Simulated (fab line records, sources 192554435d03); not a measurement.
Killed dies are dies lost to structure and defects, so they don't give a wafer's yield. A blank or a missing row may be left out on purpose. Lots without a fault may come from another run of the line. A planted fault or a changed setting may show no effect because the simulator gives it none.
fab line records | flow n5_finfet
record lots=24 wafers=72 last_day=18
route steps=1938 shown BEOL_M5@1148 BEOL_M6@1211
lots that met no fault: from a run of the same line without faults
start_h: hours from the record's first day to the start of the lot's first wafer shown | wait_h: hours since the lot's step before | " the same as in the row above | L1.1+2: a row that stands for several wafers | - no value, or no start given | * or withheld: withheld | < > ~ a bound
route shown NAME@n: a module of which the file shows steps, and the number in the route of the first | usual: mean/standard deviation of fault-free wafers | same: alike in all rows | chamber/n: place in a boat | sites: the reading at each site | _std_site: their standard deviation | _edge_site: outer sites' mean less inner sites' | radius_mm: how far each site lies from the wafer's centre | mask NAME#n: copy n | behind: the tool/chamber that last shaped the wafer | hold: why the lot was held/for how many hours/how that ended | device: the transistor (n, p or np) that didn't switch | end of line: the same wafers' tests at the end of the route | a step without rows: its recipe alone | killed: dies lost to structure and defects at the first sort, not the wafer's yield | map: a wafer's dies, x killed, . not, _ none there
set.NAME: the setting as run; set.NAME@STEP: as run at that earlier step | model.NAME: the simulator's own value behind a step, which no gauge read
steps of the route over a sample of lots; a table a step, a row a wafer
services: from which hour (start_h, from the record's first day; less than 0 if before it) a tool's chamber was out of use, for how many hours, and why
## steps
# step N5_BEOL_M5_CD_MEAS_28
# recipe target_cd_nm=30.6 landing_energy_ev=500 detector=se_inlens target_cd_y_nm=20 polarity=opening
# usual cd_nm=30.65/0.29
# columns lot.wafer tool chamber start_h wait_h cd_nm
L074.2 cd_sem-02 0 169.13 - 30.58
L074.3 " 0 " " 30.43
L074.4 " 0 " " 29.79
L076.1 cd_sem-03 0 169.49 - 30.63
L076.2 " 0 " " 30.52
L076.4 " 0 " " 30.80
L075.3 cd_sem-01 0 187.47 - 30.63
L075.4 " 0 " " 30.54
L075.5 " 0 " " 30.18
L077.1 cd_sem-02 0 187.76 - 30.83
L077.4 " 0 " " 31.62
L077.6 " 0 " " 30.86
L078.3 cd_sem-01 0 192.46 - 30.65
L078.5 " 0 " " 30.67
L078.6 " 0 " " 30.71
L079.1 cd_sem-01 0 203.65 - 30.42
L079.2 " 0 " " 30.36
L079.6 " 0 " " 30.77
L081.2 cd_sem-02 0 213.08 - 30.97
L081.4 " 0 " " 30.71
L081.5 " 0 " " 31.04
L082.4 cd_sem-01 0 219.39 - 30.50
L082.5 " 0 " " 30.54
L082.6 " 0 " " 30.27
L083.1 cd_sem-03 0 225.37 - 30.53
L083.2 " 0 " " 30.56
L083.6 " 0 " " 30.66
L080.1 cd_sem-01 0 225.58 - 30.55
L080.2 " 0 " " 30.56
L080.4 " 0 " " 30.54
L084.3 cd_sem-01 0 228.95 - 30.13
L084.5 " 0 " " 30.26
L084.6 " 0 " " 30.30
L085.1 cd_sem-01 0 243.53 - 30.72
L085.3 " 0 " " 30.77
L085.5 " 0 " " 30.89
L086.1 cd_sem-03 0 257.34 - 30.28
L086.2 " 0 " " 30.65
L086.3 " 0 " " 31.04
L087.1 cd_sem-02 0 260.83 - 30.21
L087.3 " 0 " " 30.41
L087.4 " 0 " " 30.96
L088.1 cd_sem-01 0 264.03 - 30.96
L088.4 " 0 " " 30.90
L088.5 " 0 " " 30.69
L090.3 cd_sem-01 0 270.40 - 31.19
L090.4 " 0 " " 31.23
L090.6 " 0 " " 30.87
L091.2 cd_sem-02 0 277.88 - 30.76
L091.3 " 0 " " 30.40
L091.6 " 0 " " 30.00
L089.3 cd_sem-02 0 281.69 - 30.97
L089.5 " 0 " " 30.68
L089.6 " 0 " " 30.63
L092.2 cd_sem-02 0 288.02 - 30.52
L092.3 " 0 " " 30.46
L092.4 " 0 " " 30.34
L094.1 cd_sem-02 0 288.99 - 30.58
L094.2 " 0 " " 30.47
L094.4 " 0 " " 30.00
L093.1 cd_sem-03 0 290.68 - 30.62
L093.2 " 0 " " 30.65
L093.4 " 0 " " 30.83
L095.2 cd_sem-01 0 294.24 - 30.88
L095.3 " 0 " " 30.53
L095.4 " 0 " " 30.67
L096.3 cd_sem-03 0 312.76 - 30.65
L096.5 " 0 " " 30.75
L096.6 " 0 " " 30.43
L097.1 cd_sem-02 0 315.26 - 30.99
L097.4 " 0 " " 31.25
L097.5 " 0 " " 31.22
# step N5_BEOL_M5_ETCH_41
# recipe chemistry=CH3F/O2 target=SiCN target_depth_a=315 taper_deg=2 time_s=56.7 ion_energy_ev=120 mask_material=TiN pressure_mtorr=30 source_w=395 bias_w=75 Ar_flow_sccm=150 CH3F_flow_sccm=30 O2_flow_sccm=20
# usual drypump_motor_current_A=5.8/0.47 oes_product_au=0.80/0.088 rf_vpp_V=296.6/1.3 showerhead_plenum_p_Torr=1.96/0.039 throttle_valve_pct=16.37/0.21
# columns lot.wafer tool chamber start_h wait_h drypump_motor_current_A oes_product_au rf_hours_counter_h rf_vpp_V showerhead_plenum_p_Torr throttle_valve_pct
L074.2 rie_diel-03 2 - - 5.6 0.73 187 296.5 2.00 16.76
L074.3 " 1 " " 5.7 0.70 229 297.6 1.96 16.82
L074.4 " 2 " " 5.6 0.73 - 298.2 2.00 16.80
L076.1 rie_diel-01 1 - - 5.9 0.88 62 294.8 1.95 16.10
L076.2 " 0 " " 6.1 0.93 15 297.6 1.96 16.14
L076.4 " 1 " " 5.8 0.88 - 296.1 1.95 16.11
L075.3 rie_diel-06 1 - - 5.3 0.72 209 295.2 1.91 16.30
L075.4 " 3 " " 5.0 0.74 174 295.8 1.91 16.44
L075.5 " 3 " " 5.0 0.75 - 295.3 1.91 16.44
L077.1 rie_diel-01 3 - - 6.6 0.75 157 297.9 2.00 16.30
L077.4 " 1 " " 5.9 0.86 67 296.7 1.94 16.11
L077.6 " 2 " " 6.0 0.94 - 297.5 1.96 16.26
L078.3 rie_diel-03 3 - - 5.0 0.71 212 295.2 1.89 16.45
L078.5 " 2 " " 5.6 0.72 - 298.0 2.00 16.77
L078.6 " 3 " " 5.0 0.72 - 294.6 1.89 16.44
L079.1 rie_diel-06 3 - - 5.0 0.74 178 294.1 1.91 16.44
L079.2 " 1 " " 5.3 0.70 212 296.0 1.91 16.30
L079.6 " 3 " " 5.0 0.73 - 294.0 1.91 16.44
L081.2 rie_diel-03 2 - - 5.6 0.70 200 295.8 1.99 16.80
L081.4 " 0 " " 6.0 0.89 37 298.0 2.02 16.23
L081.5 " 0 " " 6.0 0.89 - 298.2 2.02 16.25
L082.4 rie_diel-03 0 - - 6.0 0.88 39 297.2 2.02 16.25
L082.5 " 3 " " 5.0 0.70 - 296.1 1.89 16.46
L082.6 " 0 " " 6.0 0.88 - 296.7 2.02 16.23
L083.1 rie_diel-01 2 - - 6.0 0.91 22 296.4 1.96 16.25
L083.2 " 1 " " 5.8 0.85 78 295.6 1.94 16.13
L083.6 " 3 " " 6.7 0.74 - 297.5 2.00 16.32
L080.1 rie_diel-06 2 - - 5.8 0.72 191 296.3 1.98 16.60
L080.2 " 3 " " 5.0 0.72 184 293.7 1.90 16.45
L080.4 " 0 " " 6.2 0.84 - 294.0 1.95 16.09
L084.3 rie_diel-01 2 - - 6.0 0.91 25 297.1 1.96 16.28
L084.5 " 3 " " 6.6 0.74 - 296.7 1.99 16.34
L084.6 " 2 " " 6.0 0.91 - 295.2 1.96 16.30
L085.1 rie_diel-06 0 - - 6.2 0.84 69 297.0 1.95 16.11
L085.3 " 1 " " 5.3 0.71 223 297.1 1.91 16.31
L085.5 " 3 " " 5.0 0.74 - 296.6 1.90 16.47
L086.1 rie_diel-06 2 - - 5.8 0.72 197 296.2 1.98 16.60
L086.2 " 0 " " 6.2 0.83 75 297.0 1.95 16.13
L086.3 " 1 " " 5.3 0.71 230 294.0 1.91 16.33
L087.1 rie_diel-01 0 - - 6.1 0.86 43 296.4 1.95 16.21
L087.3 " 2 " " 6.0 0.89 37 296.3 1.96 16.31
L087.4 " 3 " " 6.7 0.72 182 297.0 1.99 16.36
L088.1 rie_diel-01 2 - - 6.0 0.87 39 296.5 1.96 16.31
L088.4 " 0 " " 6.1 0.86 45 296.2 1.95 16.21
L088.5 " 3 " " 6.7 0.72 - 298.3 1.99 16.33
L090.3 rie_diel-03 3 - - 5.0 0.69 230 295.4 1.89 16.48
L090.4 " 1 " " 5.7 0.96 - 297.6 1.95 16.38
L090.6 " 0 " " 6.0 0.86 - 298.1 2.02 16.26
L091.2 rie_diel-01 2 - - 6.0 0.86 43 296.7 1.95 16.32
L091.3 " 3 " " 6.7 0.71 188 299.2 1.99 16.36
L091.6 " 3 " " 6.7 0.72 - 297.5 1.99 16.35
L089.3 rie_diel-01 2 - - 6.1 0.86 46 295.8 1.95 16.34
L089.5 " 2 " " 6.1 0.87 - 295.0 1.95 16.33
L089.6 " 1 " " 5.8 0.83 - 295.7 1.93 16.17
L092.2 rie_diel-03 2 - - 5.6 0.69 219 296.6 1.99 16.84
L092.3 " 3 " " 5.0 0.69 235 295.6 1.89 16.49
L092.4 " 1 " " 5.7 0.93 6 296.8 1.95 16.39
L094.1 rie_diel-03 2 - - 5.6 0.70 219 297.1 1.99 16.84
L094.2 " 0 " " 6.0 0.86 58 296.2 2.01 16.29
L094.4 " 3 " " 5.0 0.70 235 295.0 1.89 16.49
L093.1 rie_diel-03 0 - - 6.0 0.84 60 298.1 2.01 16.27
L093.2 " 1 " " 5.6 0.92 8 297.4 1.95 16.38
L093.4 " 3 " " 5.0 0.69 236 295.4 1.89 16.47
L095.2 rie_diel-01 3 - - 6.7 0.71 196 297.0 1.98 16.38
L095.3 " 1 " " 5.9 0.82 105 295.8 1.93 16.18
L095.4 " 0 " " 6.1 0.85 56 295.1 1.94 16.21
L096.3 rie_diel-03 2 - - 5.6 0.70 226 296.6 1.99 16.86
L096.5 " 0 " " 6.0 0.85 - 298.5 2.01 16.27
L096.6 " 1 " " 5.7 0.92 - 298.1 1.95 16.41
L097.1 rie_diel-03 2 - - 5.6 0.69 227 297.4 1.99 16.84
L097.4 " 0 " " 6.0 0.84 67 298.0 2.01 16.28
L097.5 " 3 " " 5.0 0.69 - 296.8 1.88 16.50
# step N5_BEOL_M5_CURE_80
# recipe temp_c=370 time_s=120 ambient=DMADMS/He material=SiCOH_lowk
# usual lamp_power_pct=52.31/0.051 wafer_temp_C_max=371.8/0.5
# columns lot.wafer tool chamber start_h wait_h lamp_power_pct wafer_temp_C_max
L074.2 uv_cure-03 1 169.92 0.1 52.26 371.7
L074.3 " 1 " " 52.28 372.0
L074.4 " 1 " " 52.28 371.8
L076.1 uv_cure-02 1 170.23 0.0 52.34 371.7
L076.2 " 1 " " 52.31 371.5
L076.4 " 1 " " 52.26 371.8
L075.3 uv_cure-01 1 188.30 0.1 52.33 372.1
L075.4 " 1 " " 52.32 371.9
L075.5 " 1 " " 52.45 372.2
L077.1 uv_cure-02 1 188.51 0.0 52.35 372.9
L077.4 " 1 " " 52.35 372.1
L077.6 " 1 " " 52.35 371.4
L078.3 uv_cure-02 1 193.48 0.1 52.25 372.7
L078.5 " 1 " " 52.32 372.0
L078.6 " 1 " " 52.29 372.1
L079.1 uv_cure-03 1 204.40 0.0 52.33 372.0
L079.2 " 1 " " 52.31 371.8
L079.6 " 1 " " 52.26 371.8
L081.2 uv_cure-02 2 214.54 0.1 52.34 372.0
L081.4 " 2 " " 52.31 371.5
L081.5 " 2 " " 52.25 371.6
L082.4 uv_cure-02 1 220.53 0.4 52.33 372.4
L082.5 " 1 " " 52.27 372.3
L082.6 " 1 " " 52.32 373.4
L083.1 uv_cure-01 0 226.11 0.0 52.33 370.9
L083.2 " 0 " " 52.37 371.6
L083.6 " 0 " " 52.31 371.8
L080.1 uv_cure-01 2 226.70 0.0 52.31 372.1
L080.2 " 2 " " 52.33 371.1
L080.4 " 2 " " 52.24 371.1
L084.3 uv_cure-03 2 230.64 0.4 52.30 371.7
L084.5 " 2 " " 52.29 371.7
L084.6 " 2 " " 52.28 371.2
L085.1 uv_cure-03 2 244.64 0.0 52.33 371.8
L085.3 " 2 " " 52.30 371.4
L085.5 " 2 " " 52.22 371.3
L086.1 uv_cure-02 0 258.34 0.0 52.28 371.8
L086.2 " 0 " " 52.36 371.9
L086.3 " 0 " " 52.35 372.0
L087.1 uv_cure-02 1 261.65 0.0 52.34 372.4
L087.3 " 1 " " 52.28 372.4
L087.4 " 1 " " 52.32 373.2
L088.1 uv_cure-01 0 265.05 0.0 52.27 371.2
L088.4 " 0 " " 52.34 371.6
L088.5 " 0 " " 52.32 372.0
L090.3 uv_cure-02 2 271.23 0.1 52.37 371.2
L090.4 " 2 " " 52.37 371.4
L090.6 " 2 " " 52.28 371.8
L091.2 uv_cure-03 2 279.09 0.4 52.26 371.7
L091.3 " 2 " " 52.30 371.5
L091.6 " 2 " " 52.34 371.3
L089.3 uv_cure-01 2 285.07 0.1 52.27 371.2
L089.5 " 2 " " 52.25 372.0
L089.6 " 2 " " 52.36 371.5
L092.2 uv_cure-02 2 291.27 0.1 52.25 371.9
L092.3 " 2 " " 52.29 371.4
L092.4 " 2 " " 52.36 371.5
L094.1 uv_cure-03 2 291.71 0.0 52.35 372.0
L094.2 " 2 " " 52.31 371.3
L094.4 " 2 " " 52.35 371.4
L093.1 uv_cure-01 0 294.55 0.0 52.32 371.5
L093.2 " 0 " " 52.32 371.2
L093.4 " 0 " " 52.27 371.4
L095.2 uv_cure-01 2 295.67 0.1 52.35 370.8
L095.3 " 2 " " 52.34 371.4
L095.4 " 2 " " 52.27 371.9
L096.3 uv_cure-02 1 314.03 0.3 52.32 372.4
L096.5 " 1 " " 52.33 372.6
L096.6 " 1 " " 52.37 372.1
L097.1 uv_cure-03 2 316.16 0.0 52.27 371.2
L097.4 " 2 " " 52.26 370.7
L097.5 " 2 " " 52.25 371.2
# step N5_BEOL_M5_PRE_CLEAN_45
# recipe gas=H2/He time_s=30 temp_c=250
# usual heater_power_w=335/25
# columns lot.wafer tool chamber start_h wait_h heater_power_w
L074.2 pvd_sputter-01 - 170.28 0.0 309
L074.3 " - " " 354
L074.4 " - " " 337
L076.1 pvd_sputter-03 - 170.74 0.0 341
L076.2 " - " " 307
L076.4 " - " " 389
L075.3 pvd_sputter-02 - 188.57 0.0 305
L075.4 " - " " 350
L075.5 " - " " 353
L077.1 pvd_sputter-03 - 188.88 0.0 321
L077.4 " - " " 307
L077.6 " - " " 342
L078.3 pvd_sputter-03 - 193.77 0.0 306
L078.5 " - " " 388
L078.6 " - " " 317
L079.1 pvd_sputter-01 - 204.76 0.0 340
L079.2 " - " " 344
L079.6 " - " " 348
L081.2 pvd_sputter-03 - 214.85 0.0 337
L081.4 " - " " 388
L081.5 " - " " 388
L082.4 pvd_sputter-03 - 220.74 0.0 336
L082.5 " - " " 345
L082.6 " - " " 308
L083.1 pvd_sputter-02 - 226.47 0.0 300
L083.2 " - " " 317
L083.6 " - " " 355
L080.1 pvd_sputter-01 - 228.58 0.0 322
L080.2 " - " " 339
L080.4 " - " " 352
L084.3 pvd_sputter-03 - 231.53 0.0 307
L084.5 " - " " 389
L084.6 " - " " 351
L085.1 pvd_sputter-01 - 245.54 0.0 316
L085.3 " - " " 353
L085.5 " - " " 357
L086.1 pvd_sputter-01 - 258.73 0.0 354
L086.2 " - " " 317
L086.3 " - " " 342
L087.1 pvd_sputter-03 - 262.51 0.0 321
L087.3 " - " " 345
L087.4 " - " " 389
L088.1 pvd_sputter-03 - 265.62 0.0 391
L088.4 " - " " 330
L088.5 " - " " 331
L090.3 pvd_sputter-01 - 271.57 0.0 326
L090.4 " - " " 314
L090.6 " - " " 338
L091.2 pvd_sputter-02 - 279.41 0.0 358
L091.3 " - " " 313
L091.6 " - " " 328
L089.3 pvd_sputter-02 - 285.34 0.0 327
L089.5 " - " " 308
L089.6 " - " " 360
L092.2 pvd_sputter-01 - 291.58 0.0 315
L092.3 " - " " 319
L092.4 " - " " 351
L094.1 pvd_sputter-01 - 292.07 0.0 349
L094.2 " - " " 337
L094.4 " - " " 319
L093.1 pvd_sputter-03 - 294.91 0.0 388
L093.2 " - " " 348
L093.4 " - " " 304
L095.2 pvd_sputter-01 - 296.57 0.0 348
L095.3 " - " " 310
L095.4 " - " " 318
L096.3 pvd_sputter-02 - 314.36 0.0 308
L096.5 " - " " 330
L096.6 " - " " 304
L097.1 pvd_sputter-01 - 316.97 0.0 316
L097.4 " - " " 356
L097.5 " - " " 325
# step N5_BEOL_M6_ETCH_61
# recipe chemistry=CF4 target=SiARC target_depth_a=455 mask_material=CAR-ArF time_s=75.8 ion_energy_ev=80 pressure_mtorr=40 source_w=545 bias_w=36 Ar_flow_sccm=100 cf4_flow_sccm=100 ends=cleared
# usual drypump_motor_current_A=5.6/0.33 etch_rf_on_time_s=75.8/1.5 oes_product_au=0.68/0.076 rf_vpp_V=184.3/1.2 showerhead_plenum_p_Torr=2.16/0.065 throttle_valve_pct=15.49/0.18
# columns lot.wafer tool chamber start_h wait_h drypump_motor_current_A etch_rf_on_time_s oes_product_au rf_hours_counter_h rf_vpp_V showerhead_plenum_p_Torr throttle_valve_pct
L074.2 rie_diel-05 0 180.24 0.0 5.5 76.2 0.73 51 186.4 2.26 15.48
L074.3 " 3 " " 5.7 77.4 0.60 208 183.3 2.13 15.58
L074.4 " 0 " " 5.6 76.3 0.74 - 187.2 2.26 15.45
L076.1 rie_diel-05 2 181.81 0.0 5.8 76.1 0.60 197 185.2 2.21 15.33
L076.2 " 0 " " 5.6 77.0 0.72 52 186.1 2.26 15.48
L076.4 " 2 " " 5.8 75.6 0.60 - 185.5 2.21 15.31
L075.3 rie_diel-05 1 197.62 0.0 5.4 73.5 0.84 4 183.2 2.11 15.44
L075.4 " 3 " " 5.7 77.3 0.60 214 182.5 2.13 15.58
L075.5 " 0 " " 5.6 76.6 0.72 - 185.2 2.26 15.51
L077.1 rie_diel-04 0 199.54 0.0 5.9 76.5 0.64 179 184.1 2.13 15.54
L077.4 " 3 " " 4.9 75.3 0.76 43 185.7 2.26 15.25
L077.6 " 1 " " 5.3 76.5 0.78 - 183.4 2.09 15.01
L078.3 rie_diel-02 2 204.43 0.0 6.6 77.3 0.63 162 182.6 2.05 15.52
L078.5 " 2 " " 6.6 76.8 0.63 - 184.4 2.05 15.53
L078.6 " 1 " " 5.4 75.1 0.77 - 184.0 2.19 15.54
L079.1 rie_diel-04 0 214.37 0.0 5.9 76.5 0.63 184 184.2 2.13 15.54
L079.2 " 1 " " 5.4 76.6 0.78 17 184.0 2.09 15.03
L079.6 " 3 " " 5.0 74.6 0.77 - 186.5 2.26 15.27
L081.2 rie_diel-05 3 226.21 0.0 5.7 77.9 0.59 223 183.9 2.12 15.61
L081.4 " 1 " " 5.4 74.1 0.80 14 183.9 2.11 15.46
L081.5 " 2 " " 5.8 76.5 0.59 - 184.8 2.20 15.35
L082.4 rie_diel-05 2 229.34 0.0 5.8 75.1 0.59 212 184.2 2.20 15.34
L082.5 " 2 " " 5.8 75.4 0.58 - 185.6 2.20 15.36
L082.6 " 3 " " 5.7 76.4 0.59 - 181.8 2.12 15.61
L083.1 rie_diel-02 0 235.34 0.0 5.4 77.4 0.65 133 184.7 2.15 15.48
L083.2 " 3 " " 5.5 77.5 0.72 61 182.9 2.10 15.69
L083.6 " 0 " " 5.4 76.6 0.66 - 184.0 2.15 15.46
L080.1 rie_diel-04 2 237.98 0.0 5.7 73.9 0.63 197 185.4 2.22 15.84
L080.2 " 0 " " 5.9 77.5 0.62 192 183.7 2.12 15.55
L080.4 " 1 " " 5.4 76.7 0.76 25 183.9 2.08 15.06
L084.3 rie_diel-05 2 239.95 0.0 5.8 74.1 0.60 216 184.6 2.20 15.36
L084.5 " 0 " " 5.6 76.4 0.70 - 186.9 2.25 15.53
L084.6 " 1 " " 5.4 73.0 0.80 - 184.1 2.11 15.45
L085.1 rie_diel-04 2 253.20 0.0 5.7 72.8 0.62 204 185.7 2.22 15.85
L085.3 " 0 " " 5.9 75.9 0.63 199 184.9 2.12 15.55
L085.5 " 3 " " 5.0 74.5 0.75 - 185.4 2.25 15.30
L086.1 rie_diel-02 3 266.88 0.0 5.5 75.2 0.73 72 183.6 2.10 15.69
L086.2 " 2 " " 6.6 76.3 0.62 184 183.7 2.04 15.56
L086.3 " 1 " " 5.4 74.7 0.73 33 185.1 2.19 15.58
L087.1 rie_diel-05 0 271.92 0.0 5.6 77.6 0.70 83 185.4 2.25 15.55
L087.3 " 2 " " 5.8 75.5 0.59 229 184.0 2.20 15.37
L087.4 " 3 " " 5.7 77.3 0.58 240 183.4 2.12 15.64
L088.1 rie_diel-05 3 275.46 0.0 5.7 77.8 0.58 240 183.6 2.12 15.64
L088.4 " 1 " " 5.4 73.5 0.78 30 183.3 2.10 15.50
L088.5 " 1 " " 5.4 73.4 0.76 - 183.7 2.10 15.49
L090.3 rie_diel-02 0 279.51 0.0 5.4 77.6 0.64 148 184.8 2.15 15.50
L090.4 " 2 " " 6.6 77.0 0.62 189 181.7 2.04 15.57
L090.6 " 1 " " 5.4 73.9 0.74 - 184.3 2.18 15.60
L091.2 rie_diel-05 1 288.40 0.0 5.4 72.7 0.77 33 184.3 2.10 15.49
L091.3 " 3 " " 5.7 76.6 0.58 244 183.5 2.12 15.65
L091.6 " 2 " " 5.8 75.0 0.58 - 184.5 2.19 15.39
L089.3 rie_diel-05 1 293.10 0.0 5.4 72.6 0.78 34 183.4 2.10 15.51
L089.5 " 1 " " 5.4 72.2 0.78 - 185.1 2.10 15.49
L089.6 " 2 " " 5.8 75.3 0.58 - 184.4 2.19 15.40
L092.2 rie_diel-02 1 299.81 0.0 5.4 74.6 0.72 43 184.1 2.18 15.62
L092.3 " 2 " " 6.6 77.3 0.62 195 182.6 2.04 15.59
L092.4 " 0 " " 5.4 76.7 0.65 154 182.6 2.15 15.51
L094.1 rie_diel-05 1 300.52 0.0 5.4 73.0 0.77 37 185.4 2.10 15.53
L094.2 " 3 " " 5.7 76.4 0.58 249 183.0 2.11 15.66
L094.4 " 0 " " 5.6 75.6 0.70 92 185.3 2.25 15.58
L093.1 rie_diel-04 0 304.68 0.0 5.9 77.2 0.61 216 183.9 2.12 15.60
L093.2 " 2 " " 5.6 73.3 0.61 219 185.4 2.21 15.88
L093.4 " 1 " " 5.4 75.5 0.72 50 182.9 2.08 15.10
L095.2 rie_diel-04 0 311.57 0.0 5.9 77.2 0.61 218 182.7 2.12 15.59
L095.3 " 1 " " 5.4 76.7 0.71 51 184.3 2.08 15.10
L095.4 " 2 " " 5.7 73.5 0.61 222 186.2 2.21 15.88
L096.3 rie_diel-05 0 323.30 0.0 5.6 76.7 0.67 103 185.8 2.24 15.59
L096.5 " 2 " " 5.8 76.3 0.56 - 184.5 2.19 15.43
L096.6 " 1 " " 5.4 73.6 0.75 - 183.1 2.10 15.53
L097.1 rie_diel-05 0 326.17 0.0 5.6 76.6 0.68 104 184.3 2.24 15.58
L097.4 " 1 " " 5.4 74.2 0.75 50 182.5 2.10 15.51
L097.5 " 3 " " 5.7 75.6 0.84 - 183.8 2.11 15.14
# step N5_BEOL_M6_OVL_MEAS_29
# recipe points_per_wafer=522
# usual V5_OVL=-0.2/0.75
# columns lot.wafer tool chamber start_h wait_h V5_OVL[nm]
L074.2 overlay-01 0 181.17 0.0 0.7
L074.3 " 0 " " -0.8
L074.4 " 0 " " -0.7
L076.1 overlay-02 0 182.58 0.0 -0.4
L076.2 " 0 " " -0.3
L076.4 " 0 " " -1.0
L075.3 overlay-02 0 198.52 0.0 0.8
L075.4 " 0 " " -1.3
L075.5 " 0 " " -0.8
L077.1 overlay-01 0 201.06 0.0 -1.0
L077.4 " 0 " " 0.2
L077.6 " 0 " " -0.1
L078.3 overlay-02 0 205.20 0.0 -0.6
L078.5 " 0 " " -0.2
L078.6 " 0 " " 1.2
L079.1 overlay-02 0 215.66 0.0 -0.2
L079.2 " 0 " " -1.0
L079.6 " 0 " " -1.2
L081.2 overlay-02 0 228.11 0.0 -0.6
L081.4 " 0 " " 0.0
L081.5 " 0 " " -0.7
L082.4 overlay-02 0 230.33 0.0 0.0
L082.5 " 0 " " 1.3
L082.6 " 0 " " 0.4
L083.1 overlay-02 0 236.24 0.0 1.3
L083.2 " 0 " " 0.9
L083.6 " 0 " " 1.4
L080.1 overlay-02 0 238.92 0.0 0.8
L080.2 " 0 " " -0.3
L080.4 " 0 " " 0.0
L084.3 overlay-01 0 243.69 0.0 0.4
L084.5 " 0 " " 0.5
L084.6 " 0 " " -0.5
L085.1 overlay-01 0 254.29 0.0 0.1
L085.3 " 0 " " 0.2
L085.5 " 0 " " 0.0
L086.1 overlay-02 0 267.77 0.0 -1.2
L086.2 " 0 " " 0.5
L086.3 " 0 " " -1.2
L087.1 overlay-01 0 274.78 0.0 -1.1
L087.3 " 0 " " -1.0
L087.4 " 0 " " 0.4
L088.1 overlay-01 0 276.37 0.0 0.1
L088.4 " 0 " " -0.5
L088.5 " 0 " " -0.2
L090.3 overlay-01 0 281.52 0.0 -0.6
L090.4 " 0 " " 0.2
L090.6 " 0 " " 0.1
L091.2 overlay-01 0 289.30 0.0 -1.1
L091.3 " 0 " " 1.3
L091.6 " 0 " " -0.5
L089.3 overlay-02 0 295.95 0.0 1.5
L089.5 " 0 " " 0.5
L089.6 " 0 " " 0.3
L092.2 overlay-01 0 300.80 0.0 0.2
L092.3 " 0 " " 0.7
L092.4 " 0 " " -0.7
L094.1 overlay-02 0 303.59 0.0 -0.5
L094.2 " 0 " " -0.1
L094.4 " 0 " " 0.4
L093.1 overlay-02 0 306.37 0.0 -0.1
L093.2 " 0 " " -0.5
L093.4 " 0 " " -0.7
L095.2 overlay-02 0 312.66 0.0 0.0
L095.3 " 0 " " 0.4
L095.4 " 0 " " 0.5
L096.3 overlay-02 0 325.49 0.0 -0.6
L096.5 " 0 " " -1.2
L096.6 " 0 " " -0.8
L097.1 overlay-01 0 326.94 0.0 -0.8
L097.4 " 0 " " 0.1
L097.5 " 0 " " -2.1
## services
# columns tool chamber start_h hours kind
rie_diel-05 1 153.82 - clean
rie_diel-05 1 153.82 - consumable_replace:focus_ring
rie_diel-05 1 153.82 20.4 scheduled_down
rie_diel-05 1 153.82 20.4 vent_cycle
uv_cure-02 - 156.14 2.1 pm
rie_diel-01 3 161.64 11.6 repair
rie_diel-03 3 167.69 6.6 repair
rie_diel-06 - 193.26 2.8 pm
uv_cure-02 - 202.91 8.6 repair
rie_diel-05 3 207.52 3.0 repair
rie_diel-06 1 217.57 10.0 repair
rie_diel-03 3 222.21 10.9 repair
uv_cure-02 - 251.35 1.0 pm
rie_diel-03 - 252.59 14.6 pm
uv_cure-01 - 265.35 7.5 pm
rie_diel-04 2 266.00 8.9 repair
rie_diel-03 2 270.09 9.5 repair
uv_cure-01 - 272.90 7.5 pm
rie_diel-06 - 278.78 15.6 pm
uv_cure-02 - 293.86 0.9 repair
rie_diel-05 3 304.84 - clean
uv_cure-03 - 307.51 2.1 pm
rie_diel-02 3 307.91 13.1 repair
uv_cure-03 - 321.35 2.0 repair
## key
fault none
